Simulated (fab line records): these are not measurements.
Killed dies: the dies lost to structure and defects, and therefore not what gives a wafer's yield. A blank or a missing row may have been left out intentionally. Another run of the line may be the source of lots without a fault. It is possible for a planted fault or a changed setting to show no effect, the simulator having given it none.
A struck lot beside a sound one :: flow nand harc :: 32 out of 1302 route steps
Sound: the wafers L388.3, L388.4, L388.5. The struck wafers were L395.1, L395.4, L395.6. The cause comes at the end.
For every step that has rows: the tool of each side, followed by ch and its chambers, followed by its first start. Under that, the readings that differ: sound wafers :: struck wafers :: difference of the means :: sigmas: that difference in standard deviations of wafers without a fault.
alike: readings with means less than 2 such deviations apart, plus words and numbers identical on both sides. not compared: withheld readings, readings lacking a value on some wafer, bounds such as >300 that could conceal the same value, and numbers that have no deviation in the record and whose values overlap.
The two part at a step that has a row with sigmas, a row that says differs or no value, or rows on one side only. When numbers do not overlap yet have no deviation, they are printed without sigmas and do not part them. A reading missing from all wafers of one side parts the sides only when that side holds two or more wafers.

first, 8 steps without rows for these wafers: NHARC_P_M1_DESCUM_14 (chemistry O2, time 3 s); NHARC_P_M1_ETCH_35 (etches the open film in N2/H2, target depth 40 nm, overetch 12 nm, time 43.94 s); NHARC_P_M1_ETCH_15 (etches the open film in C4F8/Ar, target depth 182.5 nm, time 91.2 s); NHARC_P_M1_STRIP_18 (strips in N2/H2); NHARC_P_M1_ETCH_28 (etches the open film in CF4/N2, target depth 30 nm, time 72.99 s); NHARC_P_M1_STRIP_19 (strips in post etch residue remover, time 600 s); NHARC_P_M1_DEGAS_29 (time 60 s); NHARC_P_M1_PRE_CLEAN_30 (time 30 s).
NHARC_P_M1_PVD_20: deposits TaN, target thk 5 nm, time 8.06 s.
  sound on pvd sputter-03 at day 10 17:56; struck on pvd sputter-03 at day 13 15:30
  alike: substrate temp c, throttle valve pct
then, 22 steps without rows for these wafers: NHARC_P_M1_PVD_21 (deposits Cu, target thk 30 nm, time 20.49 s); NHARC_P_M1_ECD_22 (material Cu, target thk 400 nm); NHARC_P_M1_ANNEAL_31 (time 90 s); NHARC_P_M1_CMP_23 (polishes, t overpolish 20 s, target thk 157.82 nm); NHARC_P_M1_SRD_25; NHARC_P_M1_PRE_CLEAN_32 (time 12 s); NHARC_P_M1_DEP_33 (deposits SiCN, target thk 30 nm); NHARC_P_M2_DEP_00 (deposits SiOC, target thk 182.5 nm); NHARC_P_M2_DEHYDRATE_01 (time 120 s); NHARC_P_M2_HMDS_02 (time 30 s); NHARC_P_M2_COAT_34 (time 65 s); NHARC_P_M2_COAT_03 (resist thk 90 nm); NHARC_P_M2_SOFTBAKE_04 (time 55 s); NHARC_P_M2_EBR_05; NHARC_P_M2_EXPOSE_06 (exposes mask P M2, target cd 170 nm); NHARC_P_M2_PEB_07 (peb time 65 s); NHARC_P_M2_DEVELOP_08 (develop time 35 s); NHARC_P_M2_DESCUM_14 (chemistry O2, time 3 s); NHARC_P_M2_ETCH_35 (etches the open film in N2/H2, target depth 40 nm, overetch 12 nm, time 43.94 s); NHARC_P_M2_ETCH_15 (etches the open film in C4F8/Ar, target depth 182.5 nm, time 91.2 s); NHARC_P_M2_STRIP_18 (strips in N2/H2); NHARC_P_M2_ETCH_28 (etches the open film in CF4/N2, target depth 30 nm, time 72.99 s).
-- break in the record here, with 18 days between the starts of the struck wafers on either side (left off in module P_M2, picked up again in module END, where the first step shown is number 1302 on the route) --
NHARC_END_SORT_01:
  at this point the record logs the struck wafers (prober-02 ch 0, day 31 17:10) and has no rows for the sound ones

## WHERE THEY PART
Only at NHARC_END_SORT_01, as far as this record shows.

WHY: the cause the simulator had injected
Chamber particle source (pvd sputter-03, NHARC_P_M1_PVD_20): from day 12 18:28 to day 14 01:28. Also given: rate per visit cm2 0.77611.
